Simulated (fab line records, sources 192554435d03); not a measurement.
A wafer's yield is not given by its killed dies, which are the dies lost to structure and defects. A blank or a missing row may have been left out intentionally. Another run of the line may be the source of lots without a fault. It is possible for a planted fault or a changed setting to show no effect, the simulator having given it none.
Chamber matching -- flow n5-finfet -- rie-diel-03 running N5_BEOL_M3_ETCH_74: 4 sister chambers
The step etches underlayer in N2/H2, target depth 6.5 nm, time 5.2 s. 8 wafers are shown with their chamber, then 10 later ones without.

== WAFERS PAIRED WITH THEIR CHAMBERS ==
wafer,chamber,showerhead-plenum-p-Torr (Torr),throttle-valve-pct (%)
L081.1,1,2.64,17.75
L081.4,2,2.65,17.71
L082.6,2,2.65,17.69
L084.3,0,2.61,17.88
L084.5,0,2.61,17.89
L084.6,3,2.35,17.68
L085.2,3,2.35,17.70
L085.4,1,2.63,17.75

== WAFERS WHOSE CHAMBER IS MISSING ==
wafer,showerhead-plenum-p-Torr (Torr),throttle-valve-pct (%)
L085.6,2.64,17.72
L086.1,2.35,17.69
L086.2,2.64,17.74
L086.4,2.63,17.76
L089.2,2.60,17.90
L089.3,2.63,17.77
L089.6,2.64,17.74
L094.2,2.34,17.74
L094.3,2.62,17.76
L094.4,2.64,17.72

== THE CHAMBER EACH PASSED THROUGH ==
wafer,from the rows above,in truth
L085.6,can't be placed: 1 or 2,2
L086.1,3,3
L086.2,1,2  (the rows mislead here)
L086.4,1,1
L089.2,0,0
L089.3,1,1
L089.6,1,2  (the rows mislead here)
L094.2,3,3
L094.3,1,1
L094.4,can't be placed: 1 or 2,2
Placed correctly: 6 of 10. Not placeable from these rows: 2 (in 2, the candidates include the true chamber). Wrongly placed: 2.
How it was worked out, from the rows above alone: a wafer's distance from a chamber is the root of the sum, over the readings, of the square of ((its reading less the chamber's mean) divided by the reading's scatter). The wafer belongs to the nearest chamber; if the next one is less than 2 further off, it can't be placed. A chamber's mean is the mean of its shown wafers. The scatter is the square root of a quotient: the sum, over the shown wafers, of each reading's squared deviation from its chamber's mean, divided by wafers minus chambers.
